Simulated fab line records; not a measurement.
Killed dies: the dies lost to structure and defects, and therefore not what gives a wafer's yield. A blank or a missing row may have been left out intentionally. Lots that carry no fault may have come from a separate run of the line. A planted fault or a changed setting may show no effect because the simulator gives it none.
Which tool did it?	flow nandHarc	Sampling: 22 lots, 66 wafers, 6 of 1302 route steps

== WHAT EACH GAUGE READ, for each wafer ==
The record holds no reading of a measuring or inspecting step that can be judged against a usual standard deviation.

== EACH LOT AND THE TOOL THAT RAN IT (in order: tool; ch and the chambers of the sampled wafers; start) ==
lot	NHARC_A_STAIRCASE_ETCH_13	NHARC_A_STAIRCASE_ETCH_17	NHARC_A_STAIRCASE_ETCH_19	NHARC_A_STAIRCASE_TRIM_20	NHARC_A_STAIRCASE_TRIM_22	NHARC_A_STAIRCASE_ETCH_194
L075	rieDiel-06 ch 0,1,2, day 15 15:50 or earlier	rieDiel-06 ch 0,2,3, day 15 15:50 or earlier	rieDiel-06 ch 0,1, day 15 15:50 or earlier	rieDiel-11 ch 1,2, day 15 15:50	rieDiel-11 ch 0,1,3, no start	rieDiel-06 ch 0,1, no start
L074	rieDiel-11 ch 0,1,2, day 15 19:47 or earlier	rieDiel-11 ch 0,1,2, day 15 19:47 or earlier	rieDiel-11 ch 0,1,3, day 15 19:47 or earlier	rieDiel-06 ch 0,1,2, day 15 19:47	rieDiel-06 ch 0,2,3, no start	rieDiel-01 ch 0,1,3, no start
L076	rieDiel-01 ch 2,3, day 16 09:55 or earlier	rieDiel-01 ch 1,2, day 16 09:55 or earlier	rieDiel-01 ch 1,3, day 16 09:55 or earlier	rieDiel-06 ch 0,1, day 16 09:55	rieDiel-06 ch 0,1,3, no start	rieDiel-06 ch 1,2, no start
L078	rieDiel-06 ch 1,3, day 17 09:58 or earlier	rieDiel-06 ch 0,1,2, day 17 09:58 or earlier	rieDiel-06 ch 1,2,3, day 17 09:58 or earlier	rieDiel-01 ch 0,3, day 17 09:58	rieDiel-01 ch 1,3, no start	rieDiel-01 ch 1,2,3, no start
L077	rieDiel-11 ch 1,2,3, day 17 07:31 or earlier	rieDiel-11 ch 0,2,3, day 17 07:31 or earlier	rieDiel-11 ch 0,2,3, day 17 07:31 or earlier	rieDiel-11 ch 0,1,2, day 17 07:31	rieDiel-11 ch 0,2,3, no start	rieDiel-11 ch 0,1,2, no start
L079	rieDiel-06 ch 0,2, day 17 11:10 or earlier	rieDiel-06 ch 2,3, day 17 11:10 or earlier	rieDiel-06 ch 0,1,3, day 17 11:10 or earlier	rieDiel-06 ch 1,3, day 17 11:10	rieDiel-06 ch 0,2,3, no start	rieDiel-06 ch 0,1,3, no start
L080	rieDiel-01 ch 0,1, day 18 06:41 or earlier	rieDiel-01 ch 0,3, day 18 06:41 or earlier	rieDiel-01 ch 0,1,3, day 18 06:41 or earlier	rieDiel-01 ch 0,1, day 18 06:41	rieDiel-01 ch 0,1,2, no start	rieDiel-06 ch 2,3, no start
L081	rieDiel-06 ch 0,1,2, day 18 07:14 or earlier	rieDiel-06 ch 0,1,3, day 18 07:14 or earlier	rieDiel-06 ch 1,3, day 18 07:14 or earlier	rieDiel-06 ch 0,1, day 18 07:14	rieDiel-06 ch 0,1,2, no start	rieDiel-11 ch 1,2,3, no start
L082	rieDiel-01 ch 0,1,2, day 19 01:16 or earlier	rieDiel-01 ch 0,2,3, day 19 01:16 or earlier	rieDiel-01 ch 0,1,2, day 19 01:16 or earlier	rieDiel-01 ch 1,2, day 19 01:16	rieDiel-01 ch 1,3, no start	rieDiel-01 ch 1,2,3, no start
L083	rieDiel-01 ch 1,2,3, day 19 16:03 or earlier	rieDiel-01 ch 2,3, day 19 16:03 or earlier	rieDiel-01 ch 1,2, day 19 16:03 or earlier	rieDiel-01 ch 1,2,3, day 19 16:03	rieDiel-01 ch 1,2,3, no start	rieDiel-11 ch 0,1,2, no start
L084	rieDiel-06 ch 0,1,3, day 19 18:10 or earlier	rieDiel-06 ch 1,2,3, day 19 18:10 or earlier	rieDiel-06 ch 0,2,3, day 19 18:10 or earlier	rieDiel-06 ch 0,1,3, day 19 18:10	rieDiel-06 ch 0,1,3, no start	rieDiel-11 ch 2,3, no start
L085	rieDiel-01 ch 1,2,3, day 20 05:18 or earlier	rieDiel-01 ch 2,3, day 20 05:18 or earlier	rieDiel-01 ch 0,2,3, day 20 05:18 or earlier	rieDiel-01 ch 0,1, day 20 05:18	rieDiel-01 ch 0,3, no start	rieDiel-06 ch 1,2, no start
L086	rieDiel-06 ch 2,3, day 20 19:31 or earlier	rieDiel-06 ch 1,2, day 20 19:31 or earlier	rieDiel-06 ch 1,2,3, day 20 19:31 or earlier	rieDiel-06 ch 1,2, day 20 19:31	rieDiel-06 ch 2,3, no start	rieDiel-11 ch 0,2, no start
L087	rieDiel-01 ch 2,3, day 20 22:53 or earlier	rieDiel-01 ch 0,2, day 20 22:53 or earlier	rieDiel-01 ch 0,2,3, day 20 22:53 or earlier	rieDiel-01 ch 0,2, day 20 22:53	rieDiel-01 ch 0,1, no start	rieDiel-11 ch 0,2, no start
L088	rieDiel-06 ch 0,1,3, day 21 15:19 or earlier	rieDiel-06 ch 0,1,2, day 21 15:19 or earlier	rieDiel-06 ch 0,2,3, day 21 15:19 or earlier	rieDiel-01 ch 1,2,3, day 21 15:19	rieDiel-01 ch 0,2, no start	rieDiel-11 ch 0,1,2, no start
L090	rieDiel-11 ch 0,2,3, day 22 13:33 or earlier	rieDiel-11 ch 0,1,2, day 22 13:33 or earlier	rieDiel-11 ch 0,3, day 22 13:33 or earlier	rieDiel-11 ch 1,3, day 22 13:33	rieDiel-11 ch 2,3, no start	rieDiel-06 ch 0,1,3, no start
L091	rieDiel-11 ch 1,3, day 23 08:27 or earlier	rieDiel-11 ch 1,2, day 23 08:27 or earlier	rieDiel-11 ch 0,2,3, day 23 08:27 or earlier	rieDiel-11 ch 2,3, day 23 08:27	rieDiel-11 ch 0,1,3, no start	rieDiel-01 ch 0,2,3, no start
L092	rieDiel-01 ch 1,2,3, day 23 08:52 or earlier	rieDiel-01 ch 2,3, day 23 08:52 or earlier	rieDiel-01 ch 0,1,2, day 23 08:52 or earlier	rieDiel-01 ch 0,1,3, day 23 08:52	rieDiel-01 ch 2,3, no start	rieDiel-06 ch 0,2, no start
L093	rieDiel-01 ch 2,3, day 23 23:44 or earlier	rieDiel-01 ch 1,2, day 23 23:44 or earlier	rieDiel-01 ch 0,2, day 23 23:44 or earlier	rieDiel-01 ch 0,2, day 23 23:44	rieDiel-01 ch 1,2, no start	rieDiel-01 ch 0,2,3, no start
L095	rieDiel-11 ch 1,2,3, day 24 08:37 or earlier	rieDiel-11 ch 1,3, day 24 08:37 or earlier	rieDiel-11 ch 1,2,3, day 24 08:37 or earlier	rieDiel-11 ch 2,3, day 24 08:37	rieDiel-11 ch 0,1,3, no start	rieDiel-11 ch 0,1, no start
L096	rieDiel-11 ch 0,1,2, day 24 09:16 or earlier	rieDiel-11 ch 0,1, day 24 09:16 or earlier	rieDiel-11 ch 0,3, day 24 09:16 or earlier	rieDiel-11 ch 0,1, day 24 09:16	rieDiel-11 ch 1,2,3, no start	rieDiel-06 ch 0,2,3, no start
L094	rieDiel-06 ch 0,1,3, day 24 12:49 or earlier	rieDiel-06 ch 0,2,3, day 24 12:49 or earlier	rieDiel-06 ch 0,2,3, day 24 12:49 or earlier	rieDiel-06 ch 1,2,3, day 24 12:49	rieDiel-06 ch 0,1,2, no start	rieDiel-11 ch 1,2,3, no start
- NHARC_A_STAIRCASE_ETCH_13: etches the open film in C4F8/O2, target depth 100 nm, time 40.5 s.
- NHARC_A_STAIRCASE_ETCH_17: etches the open film in C4F8/O2, target depth 100 nm, time 40.5 s.
- NHARC_A_STAIRCASE_ETCH_19: etches the open film in C4F8/O2, target depth 100 nm, time 40.5 s.
- NHARC_A_STAIRCASE_TRIM_20: chemistry O2, time 211.2 s.
- NHARC_A_STAIRCASE_TRIM_22: chemistry O2, time 211.2 s.
- NHARC_A_STAIRCASE_ETCH_194: etches the open film in C4F8/O2, target depth 100 nm, time 40.5 s.

== WHAT THE TOOLS THEMSELVES READ (means of the sampled wafers that have a number; where no wafer has one, the mark that the record gives instead) ==
NHARC_A_STAIRCASE_ETCH_13.
lot	tool	chamberPressureMTorr (mTorr)	oesProductAu (a.u.)	rfVppV (V)
L075	rieDiel-06	25.002	0.967	890
L074	rieDiel-11	24.996	0.962	892
L076	rieDiel-01	24.984	0.946	901
L078	rieDiel-06	24.983	0.920	888
L077	rieDiel-11	24.992	0.915	893
L079	rieDiel-06	25.011	0.952	892
L080	rieDiel-01	25.008	0.956	904
L081	rieDiel-06	25.015	0.929	889
L082	rieDiel-01	25.013	0.956	904
L083	rieDiel-01	25.009	0.933	901
L084	rieDiel-06	25.013	0.935	887
L085	rieDiel-01	25.003	0.929	901
L086	rieDiel-06	25.004	0.948	892
L087	rieDiel-01	24.999	0.944	899
L088	rieDiel-06	24.983	0.957	900
L090	rieDiel-11	25.017	0.941	894
L091	rieDiel-11	24.987	0.932	897
L092	rieDiel-01	25.002	0.951	901
L093	rieDiel-01	24.997	0.950	899
L095	rieDiel-11	24.996	0.937	897
L096	rieDiel-11	25.016	0.926	897
L094	rieDiel-06	24.998	0.955	899

NHARC_A_STAIRCASE_ETCH_17.
lot	tool	chamberPressureMTorr (mTorr)	oesProductAu (a.u.)	rfVppV (V)
L075	rieDiel-06	24.991	0.952	890
L074	rieDiel-11	25.007	0.937	892
L076	rieDiel-01	24.989	0.935	897
L078	rieDiel-06	25.005	0.954	890
L077	rieDiel-11	25.024	0.944	894
L079	rieDiel-06	24.980	0.936	890
L080	rieDiel-01	24.986	0.944	897
L081	rieDiel-06	24.980	0.942	887
L082	rieDiel-01	24.994	0.949	899
L083	rieDiel-01	25.011	0.948	901
L084	rieDiel-06	25.020	0.957	889
L085	rieDiel-01	24.989	0.937	897
L086	rieDiel-06	24.993	0.957	890
L087	rieDiel-01	25.012	0.964	902
L088	rieDiel-06	25.003	0.957	896
L090	rieDiel-11	25.003	0.933	897
L091	rieDiel-11	24.996	0.933	897
L092	rieDiel-01	24.957	0.932	897
L093	rieDiel-01	24.974	0.946	904
L095	rieDiel-11	24.989	0.924	901
L096	rieDiel-11	24.978	0.926	897
L094	rieDiel-06	25.012	0.951	895

NHARC_A_STAIRCASE_ETCH_19.
lot	tool	chamberPressureMTorr (mTorr)	oesProductAu (a.u.)	rfVppV (V)
L075	rieDiel-06	25.006	0.957	889
L074	rieDiel-11	25.017	0.927	890
L076	rieDiel-01	25.007	0.943	889
L078	rieDiel-06	24.988	0.949	889
L077	rieDiel-11	25.003	0.947	894
L079	rieDiel-06	25.010	0.944	888
L080	rieDiel-01	25.005	0.948	900
L081	rieDiel-06	25.008	0.951	887
L082	rieDiel-01	24.993	0.948	902
L083	rieDiel-01	24.979	0.958	904
L084	rieDiel-06	25.021	0.946	890
L085	rieDiel-01	24.995	0.953	899
L086	rieDiel-06	24.999	0.957	889
L087	rieDiel-01	24.996	0.955	899
L088	rieDiel-06	25.010	0.951	896
L090	rieDiel-11	25.002	0.946	894
L091	rieDiel-11	24.993	0.944	893
L092	rieDiel-01	24.993	0.938	902
L093	rieDiel-01	25.022	0.956	900
L095	rieDiel-11	24.996	0.931	898
L096	rieDiel-11	25.006	0.954	893
L094	rieDiel-06	25.004	0.942	896

NHARC_A_STAIRCASE_TRIM_20.
lot	tool	chamberPressureMTorr (mTorr)	drypumpMotorCurrentA (A)	oesProductAu (a.u.)	rfVppV (V)	showerheadPlenumPTorr (Torr)	throttleValvePct (%)
L075	rieDiel-11	60.02	5.3	0.981	57.2	3.37	17.042
L074	rieDiel-06	59.97	5.7	1.012	57.4	3.37	17.053
L076	rieDiel-06	59.99	5.9	1.009	57.4	3.32	17.049
L078	rieDiel-01	60.04	5.8	0.998	57.5	3.55	17.039
L077	rieDiel-11	60.04	5.2	0.996	57.6	3.42	17.030
L079	rieDiel-06	60.00	5.9	1.012	57.4	3.30	17.048
L080	rieDiel-01	60.01	5.6	1.009	57.9	3.70	17.039
L081	rieDiel-06	60.01	5.9	1.007	57.2	3.30	17.034
L082	rieDiel-01	59.96	5.8	0.997	58.6	3.78	17.035
L083	rieDiel-01	60.06	5.9	1.002	58.5	3.67	17.039
L084	rieDiel-06	59.99	5.8	1.001	58.2	3.29	17.035
L085	rieDiel-01	59.94	5.5	1.004	56.9	3.74	17.038
L086	rieDiel-06	60.00	5.9	1.007	56.9	3.34	17.043
L087	rieDiel-01	60.00	6.2	1.020	57.5	3.67	17.041
L088	rieDiel-01	60.01	5.9	0.999	57.7	3.66	17.041
L090	rieDiel-11	59.95	5.1	0.990	58.8	3.68	17.028
L091	rieDiel-11	60.04	5.6	1.012	57.6	3.46	17.034
L092	rieDiel-01	59.99	5.6	0.998	57.7	3.63	17.033
L093	rieDiel-01	59.96	6.4	1.009	59.4	3.68	17.031
L095	rieDiel-11	60.04	5.6	1.002	57.8	3.46	17.039
L096	rieDiel-11	60.00	4.8	0.987	58.5	3.67	17.036
L094	rieDiel-06	60.01	5.7	1.012	59.1	3.68	17.033

NHARC_A_STAIRCASE_TRIM_22.
lot	tool	chamberPressureMTorr (mTorr)	drypumpMotorCurrentA (A)	oesProductAu (a.u.)	rfVppV (V)	showerheadPlenumPTorr (Torr)	throttleValvePct (%)
L075	rieDiel-11	60.01	5.0	0.983	57.2	3.41	17.043
L074	rieDiel-06	60.07	5.7	1.012	57.2	3.38	17.043
L076	rieDiel-06	60.00	5.8	1.006	57.7	3.31	17.037
L078	rieDiel-01	60.04	5.6	0.997	57.6	3.60	17.041
L077	rieDiel-11	59.99	5.4	1.009	57.2	3.49	17.043
L079	rieDiel-06	59.96	5.7	1.000	57.1	3.37	17.041
L080	rieDiel-01	59.99	5.9	1.006	58.3	3.73	17.035
L081	rieDiel-06	59.99	5.8	1.008	57.2	3.36	17.029
L082	rieDiel-01	60.05	5.4	0.996	58.1	3.70	17.030
L083	rieDiel-01	59.97	5.9	1.003	58.3	3.67	17.033
L084	rieDiel-06	60.01	5.8	0.995	57.1	3.29	17.039
L085	rieDiel-01	60.01	5.8	1.009	58.6	3.59	17.051
L086	rieDiel-06	60.04	5.7	1.020	57.1	3.34	17.041
L087	rieDiel-01	60.01	5.5	1.000	58.6	3.74	17.031
L088	rieDiel-01	59.98	6.1	1.017	58.2	3.67	17.033
L090	rieDiel-11	60.04	5.8	0.989	57.1	3.48	17.031
L091	rieDiel-11	59.98	5.0	0.997	57.3	3.56	17.036
L092	rieDiel-01	60.02	6.4	0.998	57.3	3.64	17.051
L093	rieDiel-01	59.96	5.7	0.997	58.6	3.75	17.025
L095	rieDiel-11	60.03	5.0	1.004	57.9	3.56	17.035
L096	rieDiel-11	60.01	5.4	0.985	57.8	3.57	17.037
L094	rieDiel-06	60.03	5.8	1.012	57.1	3.51	17.036

NHARC_A_STAIRCASE_ETCH_194.
lot	tool	chamberPressureMTorr (mTorr)	oesProductAu (a.u.)	rfVppV (V)
L075	rieDiel-06	24.997	0.949	888
L074	rieDiel-01	25.001	0.947	893
L076	rieDiel-06	24.995	0.946	890
L078	rieDiel-01	24.994	0.936	902
L077	rieDiel-11	25.004	0.946	893
L079	rieDiel-06	25.014	0.962	888
L080	rieDiel-06	25.007	0.956	892
L081	rieDiel-11	24.999	0.942	892
L082	rieDiel-01	25.008	0.951	902
L083	rieDiel-11	25.014	0.940	898
L084	rieDiel-11	24.996	0.935	894
L085	rieDiel-06	25.001	0.958	889
L086	rieDiel-11	25.007	0.937	895
L087	rieDiel-11	25.011	0.943	894
L088	rieDiel-11	25.012	0.935	897
L090	rieDiel-06	25.003	0.946	899
L091	rieDiel-01	24.985	0.945	898
L092	rieDiel-06	25.009	0.966	891
L093	rieDiel-01	25.000	0.939	898
L095	rieDiel-11	24.987	0.958	897
L096	rieDiel-06	25.019	0.951	895
L094	rieDiel-11	24.997	0.939	898

== THE ANSWER, worked out from the rows above alone ==
Rule: the usual values come from the lots themselves. Put in order of their means at a reading, lots are off if they are a third of the lots or fewer, leave a main group of 4 or more, and stand apart from it by a gap of 3 or more times the standard deviation of the main group's means; of several such gaps the widest counts. The tables above print the reading to a certain number of digits; a main group whose means all agree to those digits is not used. Also off: a lot with no number at a reading for which 4 or more lots have one. Where the step has rows for the other lots, those lots are counted as sound. After the gauges, taken in route order, come the tools' own readings; for these a lot's mean is taken, as printed above. The first step at which some lot is off is used, and at that step the reading that is off furthest; a lot without a number counts as furthest.
Across all readings shown, no lot is off: no conclusion can be drawn from this.

== WHAT WAS PUT IN BY THE SIMULATOR ==
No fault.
